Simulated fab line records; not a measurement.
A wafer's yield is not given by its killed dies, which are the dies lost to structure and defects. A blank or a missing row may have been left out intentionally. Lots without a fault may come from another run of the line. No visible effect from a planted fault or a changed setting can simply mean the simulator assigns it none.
Split-lot study | flow n5_finfet | 21 wafers read across 7 lots, on a route 1938 steps long

THE SPLIT ITSELF
At N5_BEOL_M6_TRENCH_ETCH_37 (etches SiCOH lowk in C4F6/O2, target depth 94.435 nm, time 31.5 s), the setting time_s was moved away from the recipe's 31.5 s on 8 of the 21 wafers read, by -18.8% to +18.4%. All remaining wafers had this setting at the recipe value.

FROM THE SPLIT TO THE READING: what the file shows between them, 11 steps
- N5_BEOL_M6_ETCH_41: etches SiCN in CH3F/O2, target depth 29.7 nm, time 52 s
- N5_BEOL_M6_STRIP_80: strips in N2/H2, time 10 s
- N5_BEOL_M6_OCD_MEAS_38
- N5_BEOL_M6_HM_STRIP_39: strips TiN in peroxide tin strip, target depth 25 nm, time 158 s
- N5_BEOL_M6_SRD_40: time 30 s
- N5_BEOL_M6_ECD_50: material Cu, target thk 300 nm
- N5_BEOL_M6_ANNEAL_51: time 90 s
- N5_BEOL_M6_CMP_52: polishes, stops on SiCOH lowk, t overpolish 6.9 s, target thk 80 nm
- N5_BEOL_M6_THK_MEAS_53: measures by xrf
- N5_BEOL_M6_PRE_CLEAN_55: time 15 s
- N5_BEOL_M6_DEP_56: deposits SiCN from 3MS/NH3, target thk 10 nm, time 17.5 s

THE READING
M6_RS in ohm/sq, measured at N5_BEOL_M6_RS_MEAS_57 by four-point-probe. Typical for fault-free wafers on this fab line: 0.285 ohm/sq, with standard deviation 0.011 ohm/sq.

wafer  | tool, chamber at the split | time_s as run, s | against the recipe | M6_RS, ohm/sq | against lot-mates on the recipe
L077.2 | rie_diel-04, 2             | 27.62            | -12.3%             | 0.346         | +0.043
L077.4 | rie_diel-04, 2             | 27.62            | -12.3%             | 0.339         | +0.036
L077.5 | rie_diel-04, 3             | 31.5             | recipe             | 0.303         | -
L078.1 | rie_diel-03, 0             | 25.57            | -18.8%             | 0.384         | +0.106
L078.2 | rie_diel-03, 1             | 31.5             | recipe             | 0.288         | -
L078.3 | rie_diel-03, 2             | 31.5             | recipe             | 0.269         | -
L079.2 | rie_diel-01, 1             | 31.5             | recipe             | 0.298         | -
L079.3 | rie_diel-01, 3             | 31.5             | recipe             | 0.286         | -
L079.6 | rie_diel-01, 3             | 27.02            | -14.2%             | 0.361         | +0.069
L081.3 | rie_diel-01, 0             | 27.93            | -11.3%             | 0.356         | no lot-mate on the recipe
L081.5 | rie_diel-01, 3             | 27.93            | -11.3%             | 0.321         | no lot-mate on the recipe
L081.6 | rie_diel-01, 0             | 27.93            | -11.3%             | 0.353         | no lot-mate on the recipe
L093.1 | rie_diel-04, 3             | 31.5             | recipe             | 0.302         | -
L093.3 | rie_diel-04, 0             | 37.31            | +18.4%             | 0.232         | -0.064
L093.5 | rie_diel-04, 1             | 31.5             | recipe             | 0.290         | -
L095.1 | rie_diel-04, 1             | 31.5             | recipe             | 0.282         | -
L095.2 | rie_diel-04, 2             | 31.5             | recipe             | 0.275         | -
L095.5 | rie_diel-04, 0             | 31.5             | recipe             | 0.298         | -
L096.1 | rie_diel-01, 1             | 31.5             | recipe             | 0.278         | -
L096.2 | rie_diel-01, 3             | 31.5             | recipe             | 0.295         | -
L096.5 | rie_diel-01, 2             | 31.5             | recipe             | 0.295         | -

THE FIT
A straight line over all 21 wafers: M6_RS changes by -0.00428 ohm/sq for each +1% of time_s; r = -0.95; the points scatter about the line by 0.012 ohm/sq.
The same after taking each lot's own level away (the mean of its wafers on the recipe; 18 wafers): -0.00422 ohm/sq for each +1%; r = -0.95; scatter 0.011 ohm/sq.
On that fit, the largest move of time_s shifts the reading by 0.08 ohm/sq.
Across the lots, their own levels run from 0.2785 to 0.3030 ohm/sq, a range of 2.2 times the standard deviation given above.
The two slopes agree, so the slope changes little with the lot-to-lot level.
Check: with one of the wafers moved furthest among these (-18.8%) left out of the fit, the line predicts +0.07 ohm/sq for it against its lot-mates. Against them it came out at +0.106 ohm/sq.

ADDITIONAL SPLITS CARRIED BY THESE WAFERS
Note: prior to the reading, these wafers also went through further splits. Each is held against what the fit with the lots' levels taken away leaves over:
other split on the same wafers | wafers away from the commonest value | r with M6_RS (lot level and that fit taken away)
N5_BEOL_M5_COAT_66 spin_rpm    | 5                                    | -0.02
N5_BEOL_M6_COAT_22 spin_rpm    | 10                                   | +0.09
N5_BEOL_M6_EXPOSE_25 dose_mj   | 9                                    | -0.50
N5_BEOL_M6_ETCH_66 bias_w      | 8                                    | -0.06

THE WHOLE CHAIN: every reading that the file lists as answering this split, in the file's order
step                      | what it does                                                        | reading                                                                      | change (the file's fit)               | r (the file's)
N5_BEOL_M6_TRENCH_ETCH_37 | etches SiCOH lowk in C4F6/O2, target depth 94.435 nm, time 31.5 s   | BEOL_M6.feature_depth_nm (the simulator's own value, which no gauge read)    | +0.85 nm for each +1% of the setting  | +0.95
N5_BEOL_M6_TRENCH_ETCH_37 | etches SiCOH lowk in C4F6/O2, target depth 94.435 nm, time 31.5 s   | etch.depth_nm (the simulator's own value, which no gauge read)               | +0.851 nm for each +1% of the setting | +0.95
N5_BEOL_M6_OCD_MEAS_38    |                                                                     | trench_depth_nm                                                              | +0.882 nm for each +1% of the setting | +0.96
N5_BEOL_M6_CMP_52         | polishes, stops on SiCOH lowk, t overpolish 6.9 s, target thk 80 nm | Cu_of_BEOL_M6_ECD_50.thk_nm (the simulator's own value, which no gauge read) | +0.929 nm for each +1% of the setting | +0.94
N5_BEOL_M6_THK_MEAS_53    | measures by xrf                                                     | M6_THK                                                                       | +0.939 for each +1% of the setting    | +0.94
N5_BEOL_M6_RS_MEAS_57     | measures by four-point-probe                                        | M6_RS                                                                        | -0.00443 for each +1% of the setting  | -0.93

FILE'S OWN FIT
M6_RS changes by -0.00443 ohm/sq for each +1% of time_s, r = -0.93.
